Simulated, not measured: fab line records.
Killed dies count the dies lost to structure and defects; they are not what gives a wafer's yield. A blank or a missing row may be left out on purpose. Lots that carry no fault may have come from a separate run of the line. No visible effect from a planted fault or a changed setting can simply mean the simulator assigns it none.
fab line records | flow n5-finfet
[record] lots = 3 | wafers = 8 | last-day = 18
route steps=1938 shown BEOL_M9@1446 BEOL_M10@1470 BEOL_M15@1830
lots that met no fault: from a run of the same line without faults
start-h: the number of hours between the record's first day and the start of the first shown wafer of the lot | wait-h: hours since the lot's step before | " the same as in the row above | L1.1+2: a single row standing in for several wafers | - no value present, or no start provided | * or withheld: withheld | < > ~ a bound
route shown NAME@n: a module of which the file shows steps, and the number in the route of the first | usual: mean/standard deviation of fault-free wafers | same: alike in all rows | chamber/n: place in a boat | sites: each site's reading | _std_site: the standard deviation of these | _edge_site: the outer-site mean with the inner-site mean subtracted | radius-mm: how far each site lies from the wafer's centre | mask NAME#n: copy n | behind: the most recent tool/chamber to have shaped the wafer | hold: what put the lot on hold/how long, in hours/how the hold closed | device: which transistor (n, p or np) failed to switch | end of line: the tests these same wafers got at the end of their route | where a step has no rows: the recipe by itself | killed: dies that structure and defects cost at the first sort, which is not the same as the wafer's yield | map: a wafer's dies, x killed, . not, _ none there
set.NAME: the setting the step ran with; set.NAME@STEP: the setting that earlier step ran with | model.NAME: the simulator's own value behind a step, which no gauge read
a table for each step, a row for each wafer; lots at some steps of the route
services: a tool's chamber out of use, with start hour (start-h, from the record's first day; less than 0 if before it), hours out, and reason
[[steps]]
[step N5_BEOL_M9_TRENCH_ETCH_37]
[recipe] chemistry = C4F6/O2 | target-depth-a = 1514.3 | target = SiCOH_lowk | time-s = 49 | ion-energy-ev = 250 | pressure-mtorr = 30 | source-w = 345 | bias-w = 185 | Ar_flow_sccm = 300 | C4F6_flow_sccm = 10 | O2_flow_sccm = 10
[step N5_BEOL_M9_ETCH_41]
[recipe] chemistry = CH3F/O2 | target = SiCN | target-depth-a = 366 | taper-deg = 2 | time-s = 70.1 | ion-energy-ev = 120 | mask-material = TiN | pressure-mtorr = 30 | source-w = 395 | bias-w = 75 | Ar_flow_sccm = 150 | CH3F_flow_sccm = 30 | O2_flow_sccm = 20
[step N5_BEOL_M9_STRIP_80]
[recipe] chemistry = N2/H2 | time-s = 10 | power-w = 450 | temp-c = 40 | pressure-mtorr = 20 | rf-frequency-hz = 6e+07 | bias-power-w = 7 | n2-flow-sccm = 200 | h2-flow-sccm = 200
[step N5_BEOL_M9_HM_STRIP_39]
[recipe] chemistry = peroxide-tin-strip | material = TiN | target-depth-a = 250 | temp-c = 50 | time-s = 158
[step N5_BEOL_M9_SRD_40]
[recipe] time-s = 30 | temp-c = 23 | rinse-liquid = diw | dry = ipa-marangoni
[step N5_BEOL_M9_PRECLEAN_42]
[recipe] chemistry = residue-remover | time-s = 60 | temp-c = 40
[step N5_BEOL_M9_SRD_43]
[recipe] time-s = 30 | temp-c = 23 | rinse-liquid = diw | dry = ipa-marangoni
[step N5_BEOL_M9_CURE_72]
[recipe] temp-c = 370 | time-s = 120 | ambient = DMADMS/He | material = SiCOH_lowk
[step N5_BEOL_M9_DEGAS_44]
[recipe] ambient = vacuum | temp-c = 250 | time-s = 60
[step N5_BEOL_M9_PRE_CLEAN_45]
[recipe] gas = H2/He | time-s = 30 | temp-c = 250
[step N5_BEOL_M9_ALD_74]
[recipe] material = TaN | target-thk-a = 20 | temp-c = 275 | ald-precursor-family = PDMAT | ald-co-reactant = NH3 | pressure-torr = 3 | carrier-flow-sccm = 1500 | pulse-time-s = 2 | purge-time-s = 3 | co-reactant-purge-time-s = 2 | co-reactant-pulse-time-s = 3 | ald-cycles = 40 | precursor-vessel-temp-c = 75 | precursor-vessel-pressure-torr = 26.25 | precursor-vessel-carrier-sccm = 1000
[usual] ald-cycles = 40/0 | heater-power-w = 419/36 | precursor-vessel-pressure-torr = 26.25/0.051 | precursor-vessel-temp-c = 75.02/0.11
lot.wafer | tool         | chamber | start-h | wait-h | ald-cycles | heater-power-w | precursor-vessel-pressure-torr | precursor-vessel-temp-c | model.TaN_of_BEOL_M9_ALD_74.thk-nm
L116.1    | ald-metal-02 | 3       | 222.85  | 0.0    | 40         | 427            | 26.25                          | 75.18                   | 2
L116.3    | "            | 0       | "       | "      | 40         | 445            | 26.18                          | 74.99                   | 2
L116.6    | "            | 2       | "       | "      | 40         | 451            | 26.26                          | 75.00                   | 2
L126.2    | ald-metal-02 | 2       | 292.43  | 0.2    | 40         | 448            | 26.26                          | 74.93                   | 2
L126.6    | "            | 0       | "       | "      | 66         | 441            | 26.21                          | 74.77                   | 3.4
L136.3    | ald-metal-04 | 2       | 369.66  | 0.0    | 40         | 343            | 26.28                          | 75.11                   | 2
L136.5    | "            | 3       | "       | "      | 40         | 337            | 26.28                          | 74.86                   | 2
L136.6    | "            | 2       | "       | "      | 40         | 335            | 26.25                          | 75.06                   | 2
[step N5_BEOL_M9_SURFACE_TREAT_79]
[recipe] gas = Ar | time-s = * | ion-energy-ev = * | ion-current-ma-cm2 = 0.5 | pressure-mtorr = * | ar-flow-sccm = 30
[step N5_BEOL_M9_CVD_78]
[recipe] material = Co | target-thk-a = 20 | temp-c = withheld | precursor = CCTBA/H2 | pressure-torr = 30 | time-s = 138.9
[step N5_BEOL_M9_SPUTTER_48]
[recipe] material = Cu | target-thk-a = 120 | temp-c = -20 | bias-v = 60 | power-w = 26000 | chamber-pressure-pa = 0.13 | time-s = 2
[step N5_BEOL_M9_ECD_50]
[recipe] material = Cu | target-thk-a = 3180
[step N5_BEOL_M9_ANNEAL_51]
[recipe] temp-c = 225 | time-s = 90 | ambient = N2
[step N5_BEOL_M9_CMP_52]
[recipe] stop-on = SiCOH_lowk | t-overpolish-s = 7 | down-force-psi = 1 | platen-rpm = 50 | clearing-platen-down-force-psi = 1.5 | clearing-platen-rpm = 50 | post-cmp-clean = cu-alkaline | target-thk-nm = 140 | clearing-platen-pad-velocity-m-s = 0.99484 | pad-velocity-m-s = 0.99484
[step N5_BEOL_M9_PRE_CLEAN_55]
[recipe] gas = NH3 | time-s = 15 | temp-c = withheld | rf-power-w = 300
[step N5_BEOL_M9_DEP_56]
[recipe] material = SiCN | target-thk-a = 150 | temp-c = withheld | precursor = 3MS/NH3 | pressure-torr = 3 | rf-w = 202 | time-s = 26.5
[step N5_BEOL_M10_ILD_DEP_00]
[recipe] material = SiCOH_lowk | target-thk-a = 3085.1 | temp-c = 300 | precursor = DEMS/porogen | pressure-torr = 5 | rf-w = 500 | time-s = 58
[step N5_BEOL_M10_CURE_71]
[recipe] temp-c = 385 | time-s = 240 | ambient = He/Ar | material = SiCOH_lowk
[step N5_BEOL_M10_PECVD_70]
[recipe] material = SiO2 | target-thk-a = 200 | temp-c = 400 | precursor = TEOS/O2 | pressure-torr = 5.5 | rf-w = 450 | teos-flow-sccm = 53.8 | gas = O2 | flow-sccm = 3000 | time-s = 22.7
[step N5_BEOL_M10_HM_DEP_02]
[recipe] material = TiN | target-thk-a = 200 | temp-c = 25 | chamber-pressure-pa = 0.49996
[step N5_BEOL_M10_COAT_59]
[recipe] resist = SOC | temp-c = 250 | time-s = 60 | spin-rpm = 1500 | resist-thk-nm = 100
[step N5_BEOL_M10_COAT_60]
[recipe] resist = SiARC | temp-c = 220 | time-s = 60 | spin-rpm = 1500 | resist-thk-nm = 30
[step N5_BEOL_M10_COAT_05]
[recipe] resist = CAR-ArF | spin-rpm = 1500 | resist-thk-nm = 90
[step N5_BEOL_M10_EBR_07]
[recipe] solvent = PGMEA | ebr-width-mm = 1.5
[step N5_BEOL_M10_SOFTBAKE_06]
[recipe] temp-c = 110 | time-s = 60 | resist = CAR-ArF
[step N5_BEOL_M10_EXPOSE_08]
[recipe] mask-id = M10 | na = 1.35 | source-shape = dipole | sigma-inner = 0.411 | sigma-outer = 0.611 | polarization = te | dose-mj = 53.75
[step N5_BEOL_M10_PEB_09]
[recipe] peb-temp-c = withheld | peb-time-s = 60 | resist = CAR-ArF
[step N5_BEOL_M10_DEVELOP_10]
[recipe] develop-time-s = 30 | developer = TMAH | resist = CAR-ArF | rinse-liquid = diw | dry = air-spin | dev-temp-c = 23
[step N5_BEOL_M10_DESCUM_16]
[recipe] chemistry = O2 | time-s = 7.9 | source-power-w = 50 | bias-power-w = 20 | pressure-mtorr = 20 | rf-frequency-hz = 2.712e+07 | temp-c = 40 | resist = CAR-ArF | o2-flow-sccm = 225
[step N5_BEOL_M10_ETCH_61]
[recipe] chemistry = CF4 | target = SiARC | target-depth-a = 390 | mask-material = CAR-ArF | time-s = 65 | ion-energy-ev = 80 | pressure-mtorr = 40 | source-w = 545 | bias-w = 36 | Ar_flow_sccm = 100 | cf4-flow-sccm = 100 | ends = cleared
[step N5_BEOL_M15_RC_MEAS_101]
[usual] COMB_M10 = 1.43e-11/2.7e-12 | COMB_M11 = 1.45e-11/3e-12 | COMB_M12 = 6.5e-12/1.4e-12 | COMB_M13 = 5.1e-12/9.9e-13 | COMB_M14 = 3.9e-12/9.6e-13 | COMB_M15 = 2.6e-12/6.6e-13 | COMB_M5 = 3.6e-11/7.6e-12 | COMB_M5_max_site = 5.2e-11/1.5e-11 | COMB_M6 = 2.6e-11/5.4e-12 | COMB_M7 = 2.6e-11/5.2e-12 | COMB_M8 = 2.5e-11/4.9e-12 | COMB_M9 = 1.5e-11/2.9e-12 | SERP_M10 = 3.09/0.072 | SERP_M10_max_site = 3.17/0.082 | SERP_M11 = 3.09/0.1 | SERP_M12 = 0.636/0.017 | SERP_M13 = 0.311/0.0063 | SERP_M14 = 0.162/0.0032 | SERP_M5 = 39.0/1.6 | SERP_M6 = 13.8/0.53 | SERP_M7 = 14.0/0.63 | SERP_M8 = 13.6/0.54 | SERP_M9 = 3.11/0.086
lot.wafer | tool      | chamber | start-h | wait-h | COMB_M10[S/m] | COMB_M11[S/m] | COMB_M12[S/m] | COMB_M13[S/m] | COMB_M14[S/m] | COMB_M15[S/m] | COMB_M5[S/m] | COMB_M5_max_site[S/m] | COMB_M6[S/m] | COMB_M7[S/m] | COMB_M8[S/m] | COMB_M9[S/m] | SERP_M10[ohm/um] | SERP_M10_max_site[ohm/um] | SERP_M11[ohm/um] | SERP_M12[ohm/um] | SERP_M13[ohm/um] | SERP_M14[ohm/um] | SERP_M5[ohm/um] | SERP_M6[ohm/um] | SERP_M7[ohm/um] | SERP_M8[ohm/um] | SERP_M9[ohm/um]
L116.1    | prober-02 | 0       | 267.57  | 0.0    | 1.13e-11      | 1.14e-11      | 4.7e-12       | 5.3e-12       | 3.5e-12       | 2.3e-12       | 3.8e-11      | 4.5e-11               | 3.1e-11      | 2.6e-11      | 2.8e-11      | 1.43e-11     | 3.13             | 3.40                      | 3.02             | 0.630            | 0.316            | 0.163            | 39.6            | 14.5            | 13.9            | 13.0            | 3.07
L116.3    | "         | 0       | "       | "      | 9.5e-12       | 1.42e-11      | 6e-12         | 5.7e-12       | 4.8e-12       | 1.8e-12       | 3.1e-11      | 4.5e-11               | 2.6e-11      | 2.6e-11      | 2.4e-11      | 1.88e-11     | 3.16             | 3.28                      | 3.19             | 0.630            | 0.314            | 0.165            | 39.5            | 12.5            | 13.5            | 12.6            | 3.00
L116.6    | "         | 0       | "       | "      | 1.36e-11      | 1.33e-11      | 6.3e-12       | 4.5e-12       | 4.7e-12       | 2.6e-12       | 3.1e-11      | 4.3e-11               | 2.2e-11      | 2.6e-11      | 2.7e-11      | 1.46e-11     | 3.08             | 3.15                      | 3.06             | 0.644            | 0.312            | 0.165            | 36.8            | 14.2            | 14.4            | 14.0            | 3.02
L126.2    | prober-02 | 0       | 337.20  | 0.2    | 1.16e-11      | 1.68e-11      | 4.9e-12       | 6e-12         | 3e-12         | 2.1e-12       | 4.6e-11      | 7.2e-11               | 2.8e-11      | 2.1e-11      | 1.7e-11      | 1.52e-11     | 3.19             | 3.29                      | 3.01             | 0.609            | 0.313            | 0.167            | 40.4            | 14.3            | 13.9            | 13.4            | 3.12
L126.6    | "         | 0       | "       | "      | 1.94e-11      | 1.5e-11       | 5.2e-12       | 5.2e-12       | 4.8e-12       | 2.6e-12       | 3.2e-11      | 5.1e-11               | 1.3e-11      | 2.2e-11      | 2.1e-11      | 1.38e-11     | 3.17             | 3.27                      | 3.19             | 0.602            | 0.314            | 0.167            | 39.1            | 13.5            | 14.7            | 14.1            | 3.44
L136.3    | prober-02 | 0       | 419.03  | 0.3    | 8.5e-12       | 7.8e-12       | 5.3e-12       | 3.1e-12       | 3.4e-12       | 2.2e-12       | 3.5e-11      | 4.5e-11               | 2e-11        | 2e-11        | 1.7e-11      | 1.49e-11     | 3.09             | 3.14                      | 3.01             | 0.627            | 0.302            | 0.161            | 39.1            | 13.5            | 14.1            | 14.4            | 3.07
L136.5    | "         | 0       | "       | "      | 1.29e-11      | 1.14e-11      | 6.3e-12       | 4.8e-12       | 3.4e-12       | 1.9e-12       | 4.1e-11      | 5.8e-11               | 2.1e-11      | 1.8e-11      | 2.1e-11      | 9.5e-12      | 3.01             | 3.04                      | 2.90             | 0.638            | 0.310            | 0.162            | 41.4            | 13.7            | 14.8            | 14.1            | 3.16
L136.6    | "         | 0       | "       | "      | 1.27e-11      | 9.3e-12       | 7.2e-12       | 3.4e-12       | 2.1e-12       | 1.2e-12       | 3.9e-11      | 6.3e-11               | 1.8e-11      | 2.2e-11      | 2.5e-11      | 1.83e-11     | 3.17             | 3.37                      | 3.02             | 0.631            | 0.306            | 0.162            | 39.1            | 13.9            | 13.4            | 13.3            | 3.08
// sites SERP_M9 radius-mm=0,75,75,75,75,140,140,140,140
L116.1 2.96 3.08 2.99 3.05 3.06 3.17 3.07 3.19 3.16
L126.2 3.17 3.21 3.19 3.12 3.19 3.08 3.09 3.07 3.11
L136.3 2.99 3.12 3.05 3.08 3.07 3.13 3.03 3.06 3.14
[[services]]
tool         | chamber | start-h | hours | kind
ald-metal-02 | 0       | 281.63  | 3.5   | repair
ald-metal-04 | -       | 282.81  | 14.6  | pm
ald-metal-02 | 1       | 328.48  | 48.2  | repair
ald-metal-04 | -       | 337.25  | 14.0  | pm
ald-metal-04 | 0       | 337.25  | 14.0  | vent-cycle
ald-metal-04 | 1       | 337.25  | 14.0  | vent-cycle
ald-metal-04 | 2       | 337.25  | 14.0  | vent-cycle
ald-metal-04 | 3       | 337.25  | 14.0  | vent-cycle
ald-metal-02 | -       | 346.50  | 6.0   | pm
ald-metal-04 | 0       | 351.25  | -     | clean
ald-metal-04 | 1       | 351.25  | -     | clean
ald-metal-04 | 2       | 351.25  | -     | clean
ald-metal-04 | 3       | 351.25  | -     | clean
[[key]]
[first-sign] step = N5_BEOL_M9_ALD_74 | reading = ald-cycles | direction = up | sigmas = 99+ | usual = * | struck = *
[effect] step = N5_BEOL_M15_RC_MEAS_101 | reading = SERP_M9 | direction = up | sigmas = 3.8 | usual = 3.11 | struck = 3.44
[model-effect] step = N5_BEOL_M9_ALD_74 | value = TaN_of_BEOL_M9_ALD_74.thk-nm | without = 2 | struck = 3.4
met-at N5_BEOL_M9_ALD_74
struck-wafers L126.6
[baseline-loss] step = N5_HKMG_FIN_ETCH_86 | wafers = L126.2
onset-between 222.85 292.43
[fault] kind = process-parameter-drift | tool = ald-metal-02 | chamber = - | onset-h = 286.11 | steps = N5_BEOL_M9_ALD_74 | channel = ald-cycles | offset = * | shape = step | end-h = 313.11 | scope = struck-wafers-only | acts-in = * | stated = *
// baseline-loss: these wafers lose ten dies or more at that step, a loss of the line's own and not of a fault; the sort's usual values leave them out
